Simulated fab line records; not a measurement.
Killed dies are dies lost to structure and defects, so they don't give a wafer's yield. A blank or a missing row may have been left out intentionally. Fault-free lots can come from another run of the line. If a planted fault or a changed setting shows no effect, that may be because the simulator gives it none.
Chamber matching / flow nand_harc / NHARC_P_GATE_STRIP_101 on rie_diel-04 has 4 sister chambers
The step strips in O2, time 20 s. 14 wafers are shown with their chamber, then 7 later ones without.

EACH WAFER AND ITS CHAMBER
wafer=L581.1; chamber=2; drypump_motor_current_A (A)=5.8; showerhead_plenum_p_Torr (Torr)=3.45; oes_product_au (a.u.)=0.997
wafer=L581.2; chamber=0; drypump_motor_current_A (A)=4.8; showerhead_plenum_p_Torr (Torr)=3.36; oes_product_au (a.u.)=1.003
wafer=L581.5; chamber=2; drypump_motor_current_A (A)=5.8; showerhead_plenum_p_Torr (Torr)=3.45; oes_product_au (a.u.)=0.998
wafer=L586.1; chamber=2; drypump_motor_current_A (A)=5.7; showerhead_plenum_p_Torr (Torr)=3.45; oes_product_au (a.u.)=0.988
wafer=L586.4; chamber=3; drypump_motor_current_A (A)=6.5; showerhead_plenum_p_Torr (Torr)=3.69; oes_product_au (a.u.)=1.000
wafer=L586.5; chamber=1; drypump_motor_current_A (A)=5.7; showerhead_plenum_p_Torr (Torr)=3.64; oes_product_au (a.u.)=1.002
wafer=L591.4; chamber=1; drypump_motor_current_A (A)=5.7; showerhead_plenum_p_Torr (Torr)=3.63; oes_product_au (a.u.)=1.010
wafer=L591.5; chamber=1; drypump_motor_current_A (A)=5.7; showerhead_plenum_p_Torr (Torr)=3.63; oes_product_au (a.u.)=1.009
wafer=L591.6; chamber=2; drypump_motor_current_A (A)=5.8; showerhead_plenum_p_Torr (Torr)=3.44; oes_product_au (a.u.)=0.999
wafer=L593.1; chamber=1; drypump_motor_current_A (A)=5.7; showerhead_plenum_p_Torr (Torr)=3.63; oes_product_au (a.u.)=1.012
wafer=L593.3; chamber=2; drypump_motor_current_A (A)=5.8; showerhead_plenum_p_Torr (Torr)=3.44; oes_product_au (a.u.)=1.003
wafer=L593.5; chamber=2; drypump_motor_current_A (A)=5.8; showerhead_plenum_p_Torr (Torr)=3.44; oes_product_au (a.u.)=1.008
wafer=L598.4; chamber=3; drypump_motor_current_A (A)=6.6; showerhead_plenum_p_Torr (Torr)=3.68; oes_product_au (a.u.)=1.000
wafer=L598.5; chamber=0; drypump_motor_current_A (A)=4.8; showerhead_plenum_p_Torr (Torr)=3.35; oes_product_au (a.u.)=0.969

SIGNATURES (means of the wafers above)
reading=drypump_motor_current_A; chamber 0=4.800; chamber 1=5.700; chamber 2=5.783; chamber 3=6.550; scatter within a chamber=0.0365
reading=showerhead_plenum_p_Torr; chamber 0=3.3550; chamber 1=3.6325; chamber 2=3.4450; chamber 3=3.6850; scatter within a chamber=0.0057
reading=oes_product_au; chamber 0=0.98600; chamber 1=1.00825; chamber 2=0.99883; chamber 3=1.00000; scatter within a chamber=0.00926
Rule: a wafer's distance from a chamber is the root of the sum, over the readings, of the square of ((its reading less the chamber's mean) divided by the reading's scatter). The wafer belongs to the nearest chamber; if the next one is less than 2 further off, it can't be placed. The scatter: the root of (the sum of the squares of (reading less its chamber's mean) over the shown wafers, divided by (wafers less chambers)).

WAFERS WITHOUT THEIR CHAMBER
wafer=L598.6; drypump_motor_current_A (A)=5.7; showerhead_plenum_p_Torr (Torr)=3.63; oes_product_au (a.u.)=0.998
wafer=L599.1; drypump_motor_current_A (A)=5.7; showerhead_plenum_p_Torr (Torr)=3.63; oes_product_au (a.u.)=1.003
wafer=L599.2; drypump_motor_current_A (A)=6.5; showerhead_plenum_p_Torr (Torr)=3.68; oes_product_au (a.u.)=0.995
wafer=L599.3; drypump_motor_current_A (A)=4.8; showerhead_plenum_p_Torr (Torr)=3.35; oes_product_au (a.u.)=0.996
wafer=L602.3; drypump_motor_current_A (A)=6.6; showerhead_plenum_p_Torr (Torr)=3.68; oes_product_au (a.u.)=0.997
wafer=L602.5; drypump_motor_current_A (A)=4.8; showerhead_plenum_p_Torr (Torr)=3.35; oes_product_au (a.u.)=1.001
wafer=L602.6; drypump_motor_current_A (A)=6.6; showerhead_plenum_p_Torr (Torr)=3.68; oes_product_au (a.u.)=1.006

WHICH CHAMBER EACH WENT THROUGH
wafer=L598.6; from the rows above=1; in truth=1
wafer=L599.1; from the rows above=1; in truth=1
wafer=L599.2; from the rows above=3; in truth=3
wafer=L599.3; from the rows above=0; in truth=0
wafer=L602.3; from the rows above=3; in truth=3
wafer=L602.5; from the rows above=0; in truth=0
wafer=L602.6; from the rows above=3; in truth=3
7 of 7 placed correctly. Not placeable from these rows: 0. Wrongly placed: 0.
